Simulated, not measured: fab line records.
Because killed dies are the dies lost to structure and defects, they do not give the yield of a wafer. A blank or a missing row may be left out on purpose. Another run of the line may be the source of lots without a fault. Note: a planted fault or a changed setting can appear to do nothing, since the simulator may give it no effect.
Matching of chambers -- flow nand-harc -- NHARC_P_M2_DESCUM_14 on rie-diel-06 has 4 sister chambers
The step chemistry O2, time 3 s. 4 wafers are shown with their chamber, then 7 later ones without.

## EACH WAFER AND ITS CHAMBER
wafer,chamber,oes-product-au (a.u.)
L426.5,0,1.000
L439.4,3,0.998
L438.1,2,1.006
L438.4,1,1.001

## WAFERS WHOSE CHAMBER IS MISSING
wafer,oes-product-au (a.u.)
L438.6,1.012
L442.1,0.999
L442.2,1.010
L442.3,1.014
L446.3,0.998
L446.4,1.013
L446.6,1.012

## EACH ONE'S CHAMBER
wafer,from the rows above,in truth
L438.6,can't be placed: 2 or 1 or 0 or 3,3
L442.1,can't be placed: 0 or 3 or 1 or 2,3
L442.2,can't be placed: 2 or 1 or 0 or 3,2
L442.3,can't be placed: 2 or 1 or 0 or 3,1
L446.3,can't be placed: 3 or 0 or 1 or 2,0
L446.4,can't be placed: 2 or 1 or 0 or 3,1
L446.6,can't be placed: 2 or 1 or 0 or 3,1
0 of 7 placed correctly. Unplaceable from these rows: 7, with the true chamber sitting among the candidates in 7. 0 placed wrongly.
How it was worked out, from the rows above alone: a wafer's distance from a chamber is the root of the sum, over the readings, of the square of ((its reading less the chamber's mean) divided by the reading's scatter). The wafer belongs to the nearest chamber; if the next one is less than 2 further off, it can't be placed. A chamber's mean is the mean of its shown wafers. The scatter: root of mean squared gap, hidden wafer to nearest shown wafer, with one shown wafer a chamber.
